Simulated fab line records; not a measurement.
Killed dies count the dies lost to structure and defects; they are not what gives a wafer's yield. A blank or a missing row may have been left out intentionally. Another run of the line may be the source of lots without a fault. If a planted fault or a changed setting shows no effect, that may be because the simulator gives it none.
fab line records	flow n5_finfet
[record] lots = 4	wafers = 12	last_day = 18
route steps=1938 shown BEOL_M8@1377 BEOL_M9@1401 BEOL_M15@1830 PASSIVATION@1936
lots untouched by any fault: they come from a run of this same line in which no faults occurred
start_h: hours from the record's first day to the start of the lot's first wafer shown	wait_h: hours since the lot's step before	" same as the row above	L1.1+2: a row that stands for several wafers	- either no value or no given start	* or withheld: withheld	< > ~ a bound
route shown NAME@n: a module of which the file shows steps, and the number in the route of the first	usual: mean and standard deviation over wafers with no fault	same: alike in all rows	chamber/n: place in a boat	sites: the reading at each site	_std_site: standard deviation of those values	_edge_site: inner sites' mean taken away from outer sites' mean	radius_mm: for every site, how far away it sits from the centre of the wafer	mask NAME#n: copy n	behind: the tool/chamber that last shaped the wafer	hold: what put the lot on hold/how long, in hours/how the hold closed	device: names the non-switching transistor (n, p or np)	end of line: at the end of the route, the tests of the same wafers	for a step that has no rows: nothing shown but its recipe	killed: count of dies lost to structure and defects at first sort (not the wafer's yield)	map: shows each die of a wafer: x if killed, . if not, _ if none is there
set.NAME: the setting the step ran with; set.NAME@STEP: the setting that earlier step ran with	model.NAME: the simulator's own value behind a step, which no gauge read
lots at some steps of the route; a table a step, a row a wafer
services: when a tool's chamber went out of use (start_h, in hours from the record's first day, below 0 if earlier), for how many hours, and the reason
[[steps]]
[step N5_BEOL_M8_TRENCH_ETCH_37]
[recipe] chemistry = C4F6/O2	target_depth_a = 934.78	target = SiCOH_lowk	time_s = 31.2	ion_energy_ev = 250	pressure_mtorr = 30	source_w = 345	bias_w = 185	Ar_flow_sccm = 300	C4F6_flow_sccm = 10	O2_flow_sccm = 10
[step N5_BEOL_M8_ETCH_41]
[recipe] chemistry = CH3F/O2	target = SiCN	target_depth_a = 319	taper_deg = 2	time_s = 57.8	ion_energy_ev = 120	mask_material = TiN	pressure_mtorr = 30	source_w = 395	bias_w = 75	Ar_flow_sccm = 150	CH3F_flow_sccm = 30	O2_flow_sccm = 20
[step N5_BEOL_M8_STRIP_80]
[recipe] chemistry = N2/H2	time_s = 10	power_w = 450	temp_c = 40	pressure_mtorr = 20	rf_frequency_hz = 6e+07	bias_power_w = 7	n2_flow_sccm = 200	h2_flow_sccm = 200
[step N5_BEOL_M8_HM_STRIP_39]
[recipe] chemistry = peroxide_tin_strip	material = TiN	target_depth_a = 250	temp_c = 50	time_s = 158
[step N5_BEOL_M8_SRD_40]
[recipe] time_s = 30	temp_c = 23	rinse_liquid = diw	dry = ipa_marangoni
[step N5_BEOL_M8_PRECLEAN_42]
[recipe] chemistry = residue_remover	time_s = 60	temp_c = 40
[step N5_BEOL_M8_SRD_43]
[recipe] time_s = 30	temp_c = 23	rinse_liquid = diw	dry = ipa_marangoni
[step N5_BEOL_M8_CURE_75]
[recipe] temp_c = 370	time_s = 120	ambient = DMADMS/He	material = SiCOH_lowk
[step N5_BEOL_M8_DEGAS_44]
[recipe] ambient = vacuum	temp_c = 250	time_s = 60
[step N5_BEOL_M8_PRE_CLEAN_45]
[recipe] gas = H2/He	time_s = 30	temp_c = 250
[step N5_BEOL_M8_ALD_77]
[recipe] material = TaN	target_thk_a = 20	temp_c = 275	ald_precursor_family = PDMAT	ald_co_reactant = NH3	pressure_torr = 3	carrier_flow_sccm = 1500	pulse_time_s = 2	purge_time_s = 3	co_reactant_purge_time_s = 2	co_reactant_pulse_time_s = 3	ald_cycles = 40	precursor_vessel_temp_c = 75	precursor_vessel_pressure_torr = 26.25	precursor_vessel_carrier_sccm = 1000
[usual] heater_power_w = 413/30	precursor_vessel_temp_c = 75.00/0.14
lot.wafer	tool	chamber	start_h	wait_h	heater_power_w	precursor_vessel_temp_c
L113.1	ald_metal-03	2	239.00	0.1	452	75.15
L113.2	"	0	"	"	417	75.22
L113.5	"	0	"	"	419	75.20
L118.1	ald_metal-02	1	280.82	0.1	409	75.22
L118.3	"	0	"	"	412	75.01
L118.5	"	0	"	"	423	75.00
L131.1	ald_metal-03	0	354.30	0.0	395	74.88
L131.3	"	3	"	"	340	74.98
L131.6	"	3	"	"	345	75.20
L130.1	ald_metal-03	1	359.66	0.0	436	74.97
L130.2	"	3	"	"	338	75.04
L130.3	"	0	"	"	417	75.31
[step N5_BEOL_M8_SURFACE_TREAT_79]
[recipe] gas = Ar	time_s = *	ion_energy_ev = *	ion_current_ma_cm2 = 0.5	pressure_mtorr = *	ar_flow_sccm = 30
[step N5_BEOL_M8_CVD_78]
[recipe] material = Co	target_thk_a = 20	temp_c = withheld	precursor = CCTBA/H2	pressure_torr = 30	time_s = 142.3
[step N5_BEOL_M8_SPUTTER_48]
[recipe] material = Cu	target_thk_a = 100	temp_c = -20	bias_v = 60	power_w = 26000	chamber_pressure_pa = 0.13	time_s = 1.667
[step N5_BEOL_M8_ECD_50]
[recipe] material = Cu	target_thk_a = 3000
[step N5_BEOL_M8_ANNEAL_51]
[recipe] temp_c = 225	time_s = 90	ambient = N2
[step N5_BEOL_M8_CMP_52]
[recipe] stop_on = SiCOH_lowk	t_overpolish_s = 6.9	down_force_psi = 1	platen_rpm = 50	clearing_platen_down_force_psi = 1.5	clearing_platen_rpm = 50	post_cmp_clean = cu_alkaline	target_thk_nm = 80	clearing_platen_pad_velocity_m_s = 0.99484	pad_velocity_m_s = 0.99484
[step N5_BEOL_M8_PRE_CLEAN_55]
[recipe] gas = NH3	time_s = 15	temp_c = withheld	rf_power_w = 300
[step N5_BEOL_M8_DEP_56]
[recipe] material = SiCN	target_thk_a = 100	temp_c = withheld	precursor = 3MS/NH3	pressure_torr = 3	rf_w = 202	time_s = 17.5
[step N5_BEOL_M9_ILD_DEP_00]
[recipe] material = SiCOH_lowk	target_thk_a = 3085.1	temp_c = 300	precursor = DEMS/porogen	pressure_torr = 5	rf_w = 500	time_s = 58
[step N5_BEOL_M9_CURE_71]
[recipe] temp_c = 385	time_s = 240	ambient = He/Ar	material = SiCOH_lowk
[step N5_BEOL_M9_PECVD_70]
[recipe] material = SiO2	target_thk_a = 200	temp_c = 400	precursor = TEOS/O2	pressure_torr = 5.5	rf_w = 450	teos_flow_sccm = 53.8	gas = O2	flow_sccm = 3000	time_s = 22.7
[step N5_BEOL_M9_HM_DEP_02]
[recipe] material = TiN	target_thk_a = 200	temp_c = 25	chamber_pressure_pa = 0.49996
[step N5_BEOL_M9_COAT_59]
[recipe] resist = SOC	temp_c = 250	time_s = 60	spin_rpm = 1500	resist_thk_nm = 100
[step N5_BEOL_M9_COAT_60]
[recipe] resist = SiARC	temp_c = 220	time_s = 60	spin_rpm = 1500	resist_thk_nm = 30
[step N5_BEOL_M9_COAT_05]
[recipe] resist = CAR-ArF	spin_rpm = 1500	resist_thk_nm = 90
[step N5_BEOL_M9_EBR_07]
[recipe] solvent = PGMEA	ebr_width_mm = 1.5
[step N5_BEOL_M9_SOFTBAKE_06]
[recipe] temp_c = 110	time_s = 60	resist = CAR-ArF
[step N5_BEOL_M9_EXPOSE_08]
[recipe] mask_id = M9	na = 1.35	source_shape = dipole	sigma_inner = 0.411	sigma_outer = 0.611	polarization = te	dose_mj = 53.75
[step N5_BEOL_M9_PEB_09]
[recipe] peb_temp_c = withheld	peb_time_s = 60	resist = CAR-ArF
[step N5_BEOL_M9_DEVELOP_10]
[recipe] develop_time_s = 30	developer = TMAH	resist = CAR-ArF	rinse_liquid = diw	dry = air_spin	dev_temp_c = 23
[step N5_BEOL_M9_DESCUM_16]
[recipe] chemistry = O2	time_s = 7.9	source_power_w = 50	bias_power_w = 20	pressure_mtorr = 20	rf_frequency_hz = 2.712e+07	temp_c = 40	resist = CAR-ArF	o2_flow_sccm = 225
[step N5_BEOL_M9_ETCH_61]
[recipe] chemistry = CF4	target = SiARC	target_depth_a = 390	mask_material = CAR-ArF	time_s = 65	ion_energy_ev = 80	pressure_mtorr = 40	source_w = 545	bias_w = 36	Ar_flow_sccm = 100	cf4_flow_sccm = 100	ends = cleared
[step N5_BEOL_M15_RC_MEAS_101]
[usual] etest_temp_c = 25.01/0.11	COMB_M10 = 1.5e-11/3e-12	COMB_M11 = 1.5e-11/2.9e-12	COMB_M12 = 6.4e-12/1.4e-12	COMB_M13 = 4.9e-12/1e-12	COMB_M14 = 3.8e-12/9.5e-13	COMB_M15 = 2.7e-12/7.1e-13	COMB_M5 = 3.7e-11/6.9e-12	COMB_M6 = 2.6e-11/5.1e-12	COMB_M6_max_site = 3.7e-11/7.5e-12	COMB_M7 = 2.5e-11/4.9e-12	COMB_M8 = 2.7e-11/5.4e-12	COMB_M8_max_site = 3.8e-11/8.5e-12	COMB_M9 = 1.5e-11/3.1e-12	SERP_M10 = 3.01/0.094	SERP_M11 = 3.08/0.13	SERP_M12 = 0.625/0.023	SERP_M13 = 0.311/0.0091	SERP_M14 = 0.160/0.0054	SERP_M5 = 39.5/2.5	SERP_M6 = 13.4/0.63	SERP_M6_max_site = 14.0/0.72	SERP_M8 = 13.5/0.64	SERP_M9 = 3.11/0.13
lot.wafer	tool	chamber	start_h	wait_h	etest_temp_c	COMB_M10[S/m]	COMB_M11[S/m]	COMB_M12[S/m]	COMB_M13[S/m]	COMB_M14[S/m]	COMB_M15[S/m]	COMB_M5[S/m]	COMB_M6[S/m]	COMB_M6_max_site[S/m]	COMB_M7[S/m]	COMB_M8[S/m]	COMB_M8_max_site[S/m]	COMB_M9[S/m]	SERP_M10[ohm/um]	SERP_M11[ohm/um]	SERP_M12[ohm/um]	SERP_M13[ohm/um]	SERP_M14[ohm/um]	SERP_M5[ohm/um]	SERP_M6[ohm/um]	SERP_M6_max_site[ohm/um]	SERP_M8[ohm/um]	SERP_M9[ohm/um]
L113.1	prober-01	0	300.36	0.0	24.88	1.7e-11	1.07e-11	5.7e-12	5e-12	3.5e-12	1.2e-12	4.5e-11	1.6e-11	2.8e-11	3e-11	2.3e-11	3.8e-11	1.2e-11	3.02	3.07	0.604	0.314	0.168	35.0	12.8	13.3	13.2	2.72
L113.2	"	0	"	"	25.01	1.4e-11	1.31e-11	5.6e-12	4.9e-12	3.5e-12	2.4e-12	3.7e-11	1.8e-11	3.5e-11	2.6e-11	2.9e-11	3.7e-11	1.4e-11	2.91	3.11	0.618	0.314	0.153	40.1	13.1	13.5	14.1	3.18
L113.5	"	0	"	"	25.10	1.3e-11	1.53e-11	7.6e-12	4.9e-12	4.8e-12	2.1e-12	4.9e-11	2.3e-11	3.5e-11	1.9e-11	2.5e-11	4.1e-11	1.5e-11	2.92	3.04	0.598	0.308	0.153	36.7	13.0	13.4	12.8	3.13
L118.1	prober-02	0	333.81	0.0	25.08	1.4e-11	1.38e-11	7.4e-12	4.1e-12	4e-12	3.1e-12	2e-11	2.9e-11	4.3e-11	3.1e-11	3.7e-11	5e-11	2.2e-11	2.92	2.96	0.619	0.313	0.154	38.5	13.4	13.8	13.1	2.73
L118.3	"	0	"	"	24.92	2.2e-11	1.35e-11	7.7e-12	5.3e-12	3.6e-12	2.7e-12	3.4e-11	3.5e-11	4.8e-11	2.4e-11	3.3e-11	4e-11	2.1e-11	3.07	2.84	0.639	0.325	0.166	41.9	12.7	13.4	14.0	3.09
L118.5	"	0	"	"	24.96	1.7e-11	1.19e-11	6.1e-12	4.4e-12	3.8e-12	3.1e-12	2.6e-11	1.9e-11	2.2e-11	3.2e-11	3.2e-11	4.9e-11	1.7e-11	3.08	3.23	0.659	0.317	0.158	38.6	13.5	14.4	12.9	3.23
L130.1	prober-02	0	414.63	0.0	24.82	1.5e-11	1.16e-11	6e-12	5e-12	3.8e-12	3.4e-12	4.7e-11	2.8e-11	3e-11	2.8e-11	4.5e-11	1.22e-10	1.4e-11	2.98	3.32	0.620	0.301	0.158	41.1	13.8	14.0	14.0	3.10
L130.2	"	0	"	"	24.85	2.9e-11	1.6e-11	6.3e-12	4.3e-12	3.6e-12	3.8e-12	3.8e-11	2.7e-11	4.1e-11	3.1e-11	2.4e-11	1.37e-10	1.4e-11	3.05	3.25	0.609	0.307	0.160	38.5	14.2	14.5	13.1	3.22
L130.3	"	0	"	"	24.93	1.5e-11	1.37e-11	5.7e-12	6e-12	4.3e-12	3.8e-12	2.9e-11	2.9e-11	4.5e-11	3.3e-11	3.5e-11	2.03e-10	1.6e-11	3.08	3.04	0.628	0.316	0.161	42.4	13.9	14.6	12.5	3.24
L131.1	prober-02	0	422.33	0.0	25.12	1.4e-11	2.07e-11	7.4e-12	6.4e-12	4.2e-12	3.3e-12	4.1e-11	2.7e-11	3.4e-11	2.4e-11	3.8e-11	1.67e-10	1.8e-11	2.93	3.23	0.622	0.314	0.154	41.6	12.4	12.7	12.9	3.17
L131.3	"	0	"	"	24.93	1.3e-11	1.46e-11	6.8e-12	5.3e-12	4e-12	3.3e-12	4.8e-11	3.9e-11	5.2e-11	2.6e-11	3.1e-11	1.77e-10	1.5e-11	2.93	3.14	0.651	0.304	0.163	36.6	12.8	13.0	13.0	3.03
L131.6	"	0	"	"	25.12	1.4e-11	1.44e-11	6.7e-12	5.8e-12	4.8e-12	3.5e-12	5e-11	2.8e-11	4.8e-11	2.9e-11	2.3e-11	1.06e-10	1.5e-11	2.85	2.79	0.607	0.304	0.161	40.5	13.1	13.5	13.8	3.19
[step N5_PASSIVATION_PROBE_49]
[usual] defect_limited_yield = 91.1/1.3	killed_at_M0_to_M3 = 32/9.7	killed_at_M4_up = 16/6	killed_at_contacts = 12/5.9	killed_at_front_end = 41/11	killed_at_other = 4/3.1	killed_dies = 104/16	killed_open = 68/12	killed_short = 34/7.4	sort_bin_4_leakage = 0/0	sort_bin_5_function = 5.1/0.85	sort_bin_6_memory = 3.3/0.66	sort_n_pass = 1075/16	sort_yield_pct = 91.1/1.4
[same] gross_dies = 1180	killed_at_back_side = 0	sort_bin_8_speed[%] = 0
lot.wafer	tool	chamber	start_h	wait_h	defect_limited_yield[%]	killed_at_M0_to_M3	killed_at_M4_up	killed_at_contacts	killed_at_front_end	killed_at_other	killed_dies	killed_open	killed_short	sort_bin_4_leakage[%]	sort_bin_5_function[%]	sort_bin_6_memory[%]	sort_n_pass	sort_yield_pct[%]
L113.1	prober-01	-	313.94	0.0	90.0	63	10	10	30	5	118	72	45	0	6.5	3.1	1062	90.0
L113.2	prober-01	-	313.99	0.1	90.8	36	18	13	38	4	109	78	31	0	5.3	3.6	1071	90.8
L113.5	prober-01	-	314.14	0.2	91.9	42	16	17	17	4	96	69	25	0	3.8	4.1	1084	91.9
L118.1	prober-02	-	346.92	0.0	91.1	28	14	13	42	8	105	67	34	0	5.7	2.9	1075	91.1
L118.3	prober-02	-	347.02	0.1	93.5	23	13	9	27	5	77	47	26	0	3.6	2.8	1103	93.5
L118.5	prober-02	-	347.12	0.2	91.5	29	10	16	42	3	100	67	25	0	4.1	3.6	1080	91.5
L130.1	prober-01	-	430.47	0.0	89.9	37	15	16	34	17	119	80	37	0.17	6.4	3.2	1061	89.9
L130.2	prober-01	-	430.52	0.1	90.8	22	21	10	48	8	109	57	45	0	5.6	2.7	1071	90.8
L130.3	prober-01	-	430.57	0.1	90.6	36	17	12	36	10	111	72	38	0.08	5.2	3.7	1069	90.6
L131.1	prober-02	-	442.73	0.6	90.2	28	12	21	54	1	116	66	46	0.25	5.3	3.7	1064	90.2
L131.3	prober-02	-	442.83	0.7	89.1	31	14	8	75	1	129	79	30	0.34	5.7	3.6	1051	89.1
L131.6	prober-02	-	442.98	0.8	88.5	37	15	13	69	2	136	82	39	0.25	6.3	3.9	1044	88.5
// killed by level:class
L113.1 BEOL_M0_SAQP:geometric_particle:short=14 BEOL_M2:geometric_particle:open=14 BEOL_M3:geometric_particle:open=13 BEOL_M0_SAQP:geometric_particle:open=10 FIN_SAQP:geometric_particle:short=6 DUMMY_GATE:geometric_particle:open=6 MOL_CONTACT_COAG:geometric_particle:open=6 FIN_SAQP:geometric_particle:open=4
L113.2 STI_FIN_REVEAL:geometric_particle:open=9 BEOL_M3:geometric_particle:open=9 BEOL_M4:geometric_particle:open=8 MOL_CONTACT_COAG:geometric_particle:open=7 BEOL_M0_SAQP:geometric_particle:open=7 BEOL_M2:geometric_particle:open=7 MOL_CONTACT_COAG:geometric_particle:short=6 STARTING-WAFER:geometric_particle:short=5
L113.5 MOL_CONTACT_COAG:geometric_particle:open=13 BEOL_M2:geometric_particle:open=11 BEOL_M3:geometric_particle:open=7 BEOL_M4:geometric_particle:open=6 BEOL_M0_SAQP:geometric_particle:open=5 BEOL_M1:geometric_particle:open=5 STI_FIN_REVEAL:geometric_particle:open=4 BEOL_M0_SAQP:geometric_particle:short=4
L118.1 MOL_CONTACT_COAG:geometric_particle:open=11 FIN_SAQP:geometric_particle:short=10 STI_FIN_REVEAL:geometric_particle:open=6 DUMMY_GATE:geometric_particle:open=6 BEOL_M0_SAQP:geometric_particle:short=6 BEOL_M1:geometric_particle:open=6 BEOL_M2:geometric_particle:open=6 BEOL_M4:geometric_particle:open=6
L118.3 BEOL_M1:geometric_particle:open=7 FIN_SAQP:geometric_particle:open=6 MOL_CONTACT_COAG:geometric_particle:open=6 BEOL_M0_SAQP:geometric_particle:open=4 BEOL_M2:geometric_particle:open=4 BEOL_M3:geometric_particle:open=3 STI_FIN_REVEAL:geometric_particle:open=3 STI_FIN_REVEAL:geometric_particle:short=3
L118.5 MOL_CONTACT_COAG:geometric_particle:open=14 BEOL_M2:geometric_particle:open=8 FIN_SAQP:geometric_particle:open=7 STI_FIN_REVEAL:geometric_particle:open=6 BEOL_M1:geometric_particle:open=6 HKMG_FIN:area_etch=6 SPACER0:geometric_particle:open=5 GATE_CUT:geometric_particle:short=5
L130.1 MOL_CONTACT_COAG:geometric_particle:open=12 FIN_SAQP:geometric_particle:open=9 BEOL_M0_SAQP:geometric_particle:open=9 BEOL_M4:geometric_particle:open=6 BEOL_M2:geometric_particle:short=6 BEOL_M2:geometric_particle:open=6 PASS1_CAP:geometric_particle:short=6 STARTING-WAFER:geometric_particle:open=6
L130.2 FIN_SAQP:geometric_particle:open=10 BEOL_M4:geometric_particle:open=9 FIN_SAQP:geometric_particle:short=8 HKMG_FIN:area_etch=7 MOL_CONTACT_COAG:geometric_particle:open=6 STI_FIN_REVEAL:geometric_particle:open=5 BEOL_M1:geometric_particle:short=5 BEOL_M4:geometric_particle:short=5
L130.3 STI_FIN_REVEAL:geometric_particle:open=12 MOL_CONTACT_COAG:geometric_particle:open=9 FIN_SAQP:geometric_particle:open=7 BEOL_M1:geometric_particle:open=7 BEOL_M2:geometric_particle:open=6 BEOL_M3:geometric_particle:short=6 FIN_SAQP:geometric_particle:short=5 BEOL_M0_SAQP:geometric_particle:open=5
L131.1 FIN_SAQP:geometric_particle:open=22 MOL_CONTACT_COAG:geometric_particle:open=15 FIN_SAQP:geometric_particle:short=14 BEOL_M0_SAQP:geometric_particle:short=8 BEOL_M1:geometric_particle:short=8 MOL_CONTACT_COAG:geometric_particle:short=6 STI_FIN_REVEAL:geometric_particle:open=5 BEOL_M1:geometric_particle:open=5
L131.3 FIN_SAQP:geometric_particle:open=23 HKMG_FIN:area_etch=13 FIN_SAQP:geometric_particle:short=10 STI_FIN_REVEAL:geometric_particle:open=10 MOL_CONTACT_COAG:geometric_particle:open=8 BEOL_M3:geometric_particle:open=7 DUMMY_GATE:geometric_particle:open=5 BEOL_M0_SAQP:geometric_particle:short=5
L131.6 FIN_SAQP:geometric_particle:open=14 BEOL_M1:geometric_particle:open=13 MOL_CONTACT_COAG:geometric_particle:open=13 HKMG_FIN:area_etch=11 DUMMY_GATE:geometric_particle:open=9 FIN_SAQP:geometric_particle:short=8 BEOL_M0_SAQP:geometric_particle:short=8 DUMMY_GATE:geometric_particle:short=6
[[services]]
tool	chamber	start_h	hours	kind
ald_metal-02	3	226.31	2.8	repair
ald_metal-02	2	249.40	6.7	repair
ald_metal-03	1	262.22	8.8	repair
ald_metal-02	2	266.93	17.2	repair
ald_metal-02	-	277.86	2.8	pm
ald_metal-03	1	282.50	6.5	repair
ald_metal-02	3	333.47	2.0	repair
ald_metal-03	-	337.59	14.0	pm
ald_metal-03	0	337.59	14.0	vent_cycle
ald_metal-03	1	337.59	14.0	vent_cycle
ald_metal-03	2	337.59	14.0	vent_cycle
ald_metal-03	3	337.59	14.0	vent_cycle
ald_metal-03	0	351.59	-	clean
ald_metal-03	1	351.59	-	clean
ald_metal-03	2	351.59	-	clean
ald_metal-03	3	351.59	-	clean
[[key]]
[first_sign] step = N5_BEOL_M15_RC_MEAS_101	reading = COMB_M8_max_site	direction = up	sigmas = 13	usual = 3.8e-11	struck = 1.52e-10
effect none on later readings
met_at N5_BEOL_M8_ALD_77
struck_wafers L130.1,L130.2,L130.3,L131.1,L131.3,L131.6
[baseline_loss] step = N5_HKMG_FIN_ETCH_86	wafers = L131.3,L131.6
onset_between 239.00 354.30
also_fits time
[fault] kind = site_profile_drift	tool = ald_metal-03	chamber = -	onset_h = 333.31	steps = N5_BEOL_M8_ALD_77	basis = fraction	max_abs_drift = 0.43884	slope_share_per_hr = 97.519	site_pattern = 0,0,0,0,0,-1,-1,-1,-1
// baseline_loss: these wafers lose ten dies or more at that step, a loss of the line's own and not of a fault; the sort's usual values leave them out
